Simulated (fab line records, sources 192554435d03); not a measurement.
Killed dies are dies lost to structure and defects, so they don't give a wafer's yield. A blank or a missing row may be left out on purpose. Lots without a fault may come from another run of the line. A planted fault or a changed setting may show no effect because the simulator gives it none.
fab line records | flow n5_finfet | part 2 of 2: steps 5 to 6 of 6
record lots=23 wafers=69 last_day=18
route steps=1938 shown BEOL_M9@1463 BEOL_M10@1471 BEOL_M11@1552
lots that met no fault: from a run of the same line without faults
start_h: hours from the record's first day to the start of the lot's first wafer shown | wait_h: hours since the lot's step before | " the same as in the row above | L1.1+2: a row that stands for several wafers | - no value, or no start given | * or withheld: withheld | < > ~ a bound
route shown NAME@n: a module of which the file shows steps, and the number in the route of the first | usual: mean/standard deviation of fault-free wafers | same: alike in all rows | chamber/n: place in a boat | sites: the reading at each site | _std_site: their standard deviation | _edge_site: outer sites' mean less inner sites' | radius_mm: how far each site lies from the wafer's centre | mask NAME#n: copy n | behind: the tool/chamber that last shaped the wafer | hold: why the lot was held/for how many hours/how that ended | device: the transistor (n, p or np) that didn't switch | end of line: the same wafers' tests at the end of the route | a step without rows: its recipe alone | killed: dies lost to structure and defects at the first sort, not the wafer's yield | map: a wafer's dies, x killed, . not, _ none there
set.NAME: the setting as run; set.NAME@STEP: as run at that earlier step | model.NAME: the simulator's own value behind a step, which no gauge read
steps of the route over a sample of lots; a table a step, a row a wafer
services: from which hour (start_h, from the record's first day; less than 0 if before it) a tool's chamber was out of use, for how many hours, and why
## steps
# step N5_BEOL_M10_ETCH_65
# recipe chemistry=CF4 target=SiARC target_depth_a=390 mask_material=CAR-ArF time_s=65 ion_energy_ev=80 pressure_mtorr=40 source_w=545 bias_w=36 Ar_flow_sccm=100 cf4_flow_sccm=100 ends=cleared
# usual drypump_motor_current_A=5.8/0.33 etch_rf_on_time_s=65.4/1.2 mfc_ar_sccm=100.0/0.33 oes_product_au=0.70/0.054 rf_vpp_V=184.4/1.1 showerhead_plenum_p_Torr=2.17/0.057 throttle_valve_pct=15.52/0.27
# columns lot.wafer tool chamber start_h wait_h drypump_motor_current_A etch_rf_on_time_s mfc_ar_sccm oes_product_au rf_hours_counter_h rf_vpp_V showerhead_plenum_p_Torr throttle_valve_pct
L075.2 rie_diel-02 1 236.13 0.0 5.5 65.6 99.9 0.60 227 183.6 2.21 16.12
L075.4 " 3 " " 5.5 66.1 100.2 0.72 40 184.3 2.18 15.18
L075.6 " 3 " " 5.5 65.3 100.3 0.72 - 185.3 2.18 15.19
L078.1 rie_diel-02 2 241.07 0.0 6.2 65.0 100.1 0.73 65 183.6 2.15 15.15
L078.2 " 1 " " 5.5 66.2 100.4 0.60 228 184.8 2.21 16.12
L078.5 " 2 " " 6.1 65.7 99.8 0.72 - 184.6 2.15 15.15
L077.1 rie_diel-01 0 241.11 0.0 6.0 63.5 100.3 0.71 71 184.6 2.25 15.49
L077.2 " 2 " " 5.9 66.4 100.5 0.59 248 182.7 2.18 15.78
L077.3 " 1 " " 6.0 66.6 99.4 0.77 18 182.3 2.09 15.33
L076.3 rie_diel-02 2 241.53 0.0 6.2 65.6 100.5 0.72 65 184.5 2.15 15.17
L076.4 " 1 " " 5.5 66.4 100.1 0.60 229 184.1 2.21 16.11
L076.6 " 1 " " 5.5 65.8 100.1 0.60 - 186.5 2.21 16.11
L079.1 rie_diel-01 3 257.40 0.0 5.3 63.4 100.0 0.72 55 185.8 2.27 15.76
L079.3 " 0 " " 6.0 64.4 100.3 0.69 77 186.5 2.25 15.49
L079.5 " 3 " " 5.3 63.8 100.1 0.72 - 184.7 2.27 15.74
L081.2 rie_diel-01 0 260.21 0.0 6.0 65.2 99.9 0.69 78 185.1 2.25 15.50
L081.3 " 3 " " 5.3 65.5 100.4 0.71 56 186.4 2.27 15.76
L081.4 " 1 " " 6.1 67.5 100.0 0.76 - 183.0 2.09 15.32
L080.4 rie_diel-02 2 260.38 0.0 6.2 65.9 99.8 0.71 73 183.9 2.15 15.18
L080.5 " 0 " " 6.0 65.9 100.7 0.69 - 182.8 2.15 15.38
L080.6 " 3 " " 5.5 66.6 99.7 0.70 - 184.5 2.18 15.21
L082.3 rie_diel-02 2 271.56 0.0 6.2 65.3 100.2 0.72 76 184.1 2.15 15.21
L082.4 " 3 " " 5.5 66.1 99.7 0.71 52 184.7 2.18 15.21
L082.6 " 0 " " 6.0 65.9 99.8 0.69 - 184.4 2.15 15.38
L084.2 rie_diel-06 3 280.87 0.0 5.4 67.3 100.0 0.56 243 185.7 2.11 16.02
L084.3 " 0 " " 6.2 64.5 100.5 0.72 62 183.4 2.09 15.72
L084.6 " 0 " " 6.2 64.1 100.3 0.71 - 182.4 2.09 15.72
L083.1 rie_diel-01 0 288.54 0.0 6.0 65.2 99.9 0.69 88 185.3 2.24 15.52
L083.4 " 1 " " 6.1 67.0 100.3 0.74 35 182.8 2.09 15.36
L083.5 " 0 " " 6.0 64.3 99.6 0.70 - 184.2 2.25 15.52
L085.3 rie_diel-06 0 298.07 0.0 6.2 63.0 99.6 0.72 67 182.6 2.09 15.72
L085.5 " 3 " " 5.3 66.4 100.0 0.56 - 184.3 2.11 16.04
L085.6 " 2 " " 5.7 64.9 100.3 0.70 - 183.4 2.08 15.51
L088.1 rie_diel-02 3 310.09 0.0 5.5 65.8 99.8 0.69 65 182.9 2.17 15.22
L088.5 " 2 " " 6.1 64.2 100.4 0.71 - 184.2 2.14 15.21
L088.6 " 0 " " 6.0 64.8 99.8 0.69 - 184.4 2.15 15.42
L086.2 rie_diel-01 1 313.26 0.0 6.0 66.9 99.5 0.72 46 184.1 2.08 15.37
L086.3 " 0 " " 6.0 64.2 99.6 0.68 99 185.6 2.24 15.54
L086.6 " 3 " " 5.3 63.5 100.0 0.70 - 186.0 2.26 15.79
L087.1 rie_diel-01 2 313.73 0.0 5.9 65.1 100.3 0.80 15 183.5 2.18 15.35
L087.2 " 3 " " 5.3 63.3 99.8 0.70 76 185.2 2.26 15.79
L087.5 " 1 " " 6.1 67.2 100.2 0.73 - 184.2 2.08 15.37
L089.1 rie_diel-06 0 315.82 0.0 6.2 63.1 100.1 0.71 75 185.6 2.08 15.74
L089.2 " 2 " " 5.7 64.8 99.7 0.70 91 184.0 2.08 15.52
L089.6 " 1 " " 6.6 66.0 99.8 0.72 - 184.7 2.16 15.74
L090.1 rie_diel-01 1 319.00 0.0 6.1 67.7 99.5 0.73 48 182.9 2.08 15.36
L090.4 " 3 " " 5.3 63.5 100.3 0.70 - 185.9 2.26 15.78
L090.5 " 1 " " 6.1 67.4 99.9 0.72 - 183.7 2.08 15.38
L092.2 rie_diel-02 2 321.13 0.0 6.1 65.7 99.7 0.70 95 183.8 2.14 15.23
L092.3 " 1 " " 5.5 65.7 99.7 0.85 1 184.1 2.20 15.70
L092.6 " 1 " " 5.5 65.7 99.3 0.84 - 185.5 2.20 15.70
L091.1 rie_diel-02 1 331.68 0.0 5.5 66.3 99.6 0.82 5 184.6 2.20 15.71
L091.4 " 3 " " 5.5 66.3 100.0 0.68 74 182.5 2.17 15.24
L091.5 " 0 " " 6.0 65.6 100.9 0.67 - 184.3 2.14 15.44
L093.2 rie_diel-02 0 338.08 0.0 6.0 65.5 100.3 0.67 115 184.2 2.14 15.43
L093.5 " 0 " " 6.0 65.6 100.0 0.67 - 184.8 2.14 15.45
L093.6 " 3 " " 5.5 66.1 100.1 0.68 - 183.8 2.17 15.26
L094.2 rie_diel-02 2 353.49 0.0 6.2 66.4 100.2 0.68 107 182.5 2.14 15.26
L094.3 " 0 " " 6.0 65.7 100.4 0.67 121 183.0 2.14 15.45
L094.4 " 0 " " 6.0 67.0 100.5 0.66 - 182.9 2.14 15.45
L095.3 rie_diel-01 0 356.56 0.0 6.0 63.1 99.8 0.67 117 185.2 2.23 15.58
L095.5 " 3 " " 5.3 63.1 100.1 0.68 - 186.1 2.26 15.82
L095.6 " 0 " " 6.0 63.7 100.3 0.67 - 185.2 2.23 15.59
L097.2 rie_diel-02 2 356.69 0.0 6.2 66.2 99.9 0.68 108 184.1 2.14 15.26
L097.4 " 1 " " 5.5 65.6 99.9 0.79 - 184.4 2.20 15.72
L097.5 " 2 " " 6.2 65.5 99.8 0.68 - 184.2 2.14 15.27
L096.3 rie_diel-01 2 362.64 0.0 5.9 65.0 100.1 0.78 31 185.2 2.17 15.37
L096.4 " 3 " " 5.3 64.0 100.1 0.69 95 184.9 2.26 15.82
L096.5 " 3 " " 5.3 63.9 100.3 0.68 - 185.3 2.26 15.81
# step N5_BEOL_M11_DESCUM_16
# recipe chemistry=O2 time_s=7.9 source_power_w=50 bias_power_w=20 pressure_mtorr=20 rf_frequency_hz=2.712e+07 temp_c=40 resist=CAR-ArF o2_flow_sccm=225
# usual drypump_motor_current_A=5.6/0.43 oes_product_au=0.79/0.079 rf_vpp_V=243.0/1.3 showerhead_plenum_p_Torr=2.08/0.083 throttle_valve_pct=20.4/0.3
# columns lot.wafer tool chamber start_h wait_h drypump_motor_current_A oes_product_au rf_hours_counter_h rf_vpp_V showerhead_plenum_p_Torr throttle_valve_pct
L075.2 rie_diel-04 0 241.65 0.2 6.3 0.83 63 242.4 2.02 20.5
L075.4 " 2 " " 5.0 0.73 - 242.1 1.99 20.4
L075.6 " 0 " " 6.3 0.83 - 242.2 2.02 20.5
L078.1 rie_diel-05 3 245.43 0.0 5.4 0.81 96 243.0 2.12 20.7
L078.2 " 2 " " 5.8 0.72 157 242.9 2.11 20.8
L078.5 " 1 " " 5.5 0.74 - 241.9 2.01 20.3
L077.1 rie_diel-03 1 245.87 0.0 4.9 0.91 25 244.2 2.14 20.4
L077.2 " 3 " " 5.8 0.87 44 243.4 2.12 20.3
L077.3 " 0 " " 5.8 0.70 195 243.6 2.19 21.1
L076.3 rie_diel-03 2 248.42 0.2 5.9 0.69 238 241.0 1.98 20.4
L076.4 " 3 " " 5.9 0.87 45 243.4 2.12 20.3
L076.6 " 2 " " 6.0 0.69 - 241.2 1.98 20.5
L079.1 rie_diel-03 3 266.95 0.0 5.9 0.86 51 243.2 2.12 20.3
L079.3 " 2 " " 6.0 0.68 244 241.2 1.98 20.5
L079.5 " 2 " " 6.0 0.68 - 241.8 1.98 20.5
L081.2 rie_diel-04 1 268.00 0.0 5.1 0.94 6 242.9 2.03 20.1
L081.3 " 3 " " 5.4 0.83 61 245.3 2.23 20.0
L081.4 " 0 " " 6.3 0.82 73 243.2 2.02 20.5
L080.4 rie_diel-04 1 268.25 0.1 5.0 0.93 7 242.8 2.03 20.1
L080.5 " 3 " " 5.4 0.83 - 243.9 2.23 20.0
L080.6 " 2 " " 5.0 0.71 - 241.9 1.98 20.4
L082.3 rie_diel-04 1 278.18 0.3 5.0 0.93 8 243.2 2.03 20.1
L082.4 " 0 " " 6.3 0.82 75 241.7 2.02 20.5
L082.6 " 3 " " 5.4 0.83 - 245.8 2.23 20.0
L084.2 rie_diel-05 2 288.17 0.8 5.8 0.71 169 242.6 2.11 20.8
L084.3 " 0 " " 6.0 0.88 58 243.8 2.04 20.1
L084.6 " 0 " " 6.1 0.88 - 242.2 2.04 20.1
L083.1 rie_diel-05 0 295.70 0.0 6.1 0.88 61 243.6 2.04 20.1
L083.4 " 1 " " 5.5 0.72 - 240.8 2.00 20.3
L083.5 " 0 " " 6.1 0.88 - 243.1 2.04 20.1
L085.3 rie_diel-03 1 304.75 0.4 4.9 0.87 45 244.7 2.13 20.4
L085.5 " 0 " " 5.8 0.68 - 242.5 2.19 21.1
L085.6 " 1 " " 4.9 0.87 - 244.0 2.13 20.4
L088.1 rie_diel-04 1 315.16 0.4 5.0 0.89 20 242.1 2.03 20.1
L088.5 " 3 " " 5.4 0.79 - 245.5 2.22 20.0
L088.6 " 0 " " 6.3 0.79 - 242.1 2.01 20.6
L086.2 rie_diel-04 1 320.20 0.0 5.0 0.89 22 242.8 2.03 20.1
L086.3 " 3 " " 5.4 0.80 77 244.7 2.22 20.0
L086.6 " 3 " " 5.4 0.80 - 244.8 2.22 20.0
L087.1 rie_diel-05 3 320.38 0.1 5.4 0.78 115 244.4 2.12 20.7
L087.2 " 0 " " 6.0 0.87 72 242.1 2.04 20.1
L087.5 " 2 " " 5.8 0.71 - 241.9 2.10 20.8
L089.1 rie_diel-03 1 322.49 0.0 4.9 0.86 50 244.7 2.13 20.4
L089.2 " 3 " " 5.9 0.84 70 242.5 2.11 20.4
L089.6 " 0 " " 5.8 0.68 - 244.0 2.18 21.1
L090.1 rie_diel-05 1 325.52 0.0 5.5 0.71 208 241.2 2.00 20.3
L090.4 " 0 " " 6.1 0.86 73 242.4 2.04 20.1
L090.5 " 0 " " 6.1 0.86 - 243.2 2.04 20.1
L092.2 rie_diel-05 2 327.27 0.0 5.8 0.70 183 241.5 2.10 20.8
L092.3 " 1 " " 5.5 0.71 208 240.1 2.00 20.3
L092.6 " 1 " " 5.5 0.71 - 243.0 2.00 20.3
L091.1 rie_diel-05 2 337.18 0.0 5.7 0.70 186 243.4 2.10 20.8
L091.4 " 1 " " 5.5 0.71 211 240.9 2.00 20.3
L091.5 " 1 " " 5.5 0.71 - 242.2 2.00 20.3
L093.2 rie_diel-04 1 343.67 0.0 5.0 0.88 30 242.7 2.03 20.1
L093.5 " 2 " " 5.0 0.71 - 241.5 1.98 20.4
L093.6 " 1 " " 5.0 0.88 - 242.2 2.03 20.1
L094.2 rie_diel-03 2 360.93 0.0 6.0 0.92 18 244.9 2.23 20.1
L094.3 " 0 " " 5.8 0.66 233 244.1 2.18 21.1
L094.4 " 3 " " 5.9 0.83 83 243.7 2.11 20.4
L095.3 rie_diel-05 2 361.62 0.1 5.8 0.70 193 242.7 2.10 20.8
L095.5 " 1 " " 5.5 0.71 - 242.2 2.00 20.3
L095.6 " 0 " " 6.1 0.86 - 242.5 2.03 20.1
L097.2 rie_diel-03 2 361.82 0.0 6.0 0.92 19 245.5 2.23 20.1
L097.4 " 0 " " 5.8 0.67 233 242.4 2.18 21.1
L097.5 " 3 " " 5.8 0.82 - 244.7 2.11 20.4
L096.3 rie_diel-04 3 370.69 0.0 5.4 0.80 94 244.5 2.21 20.1
L096.4 " 1 " " 5.0 0.87 39 242.8 2.02 20.1
L096.5 " 0 " " 6.3 0.78 - 242.0 2.01 20.6
## services
# columns tool chamber start_h hours kind
uv_cure-02 - 208.82 53.7 repair
rie_diel-01 2 218.92 9.9 repair
rie_diel-02 0 219.88 3.8 repair
rie_diel-05 - 243.98 0.4 repair
rie_diel-05 1 248.26 8.4 repair
rie_diel-01 2 254.45 7.3 repair
rie_diel-01 2 261.77 - clean
rie_diel-01 2 261.77 - consumable_replace:focus_ring
rie_diel-01 2 261.77 11.2 scheduled_down
rie_diel-01 2 261.77 11.2 vent_cycle
uv_cure-02 - 262.56 5.0 pm
rie_diel-05 - 265.91 4.3 pm
rie_diel-05 - 283.06 1.3 repair
uv_cure-03 - 289.73 2.1 pm
rie_diel-02 1 302.20 - clean
rie_diel-02 1 302.20 - consumable_replace:focus_ring
uv_cure-01 - 304.10 7.5 pm
rie_diel-04 2 310.40 11.5 repair
rie_diel-01 2 315.73 7.1 repair
uv_cure-02 - 322.80 7.5 pm
uv_cure-02 - 333.77 3.1 repair
uv_cure-03 - 349.66 7.5 pm
rie_diel-02 3 350.59 13.3 repair
rie_diel-05 0 359.28 1.5 repair
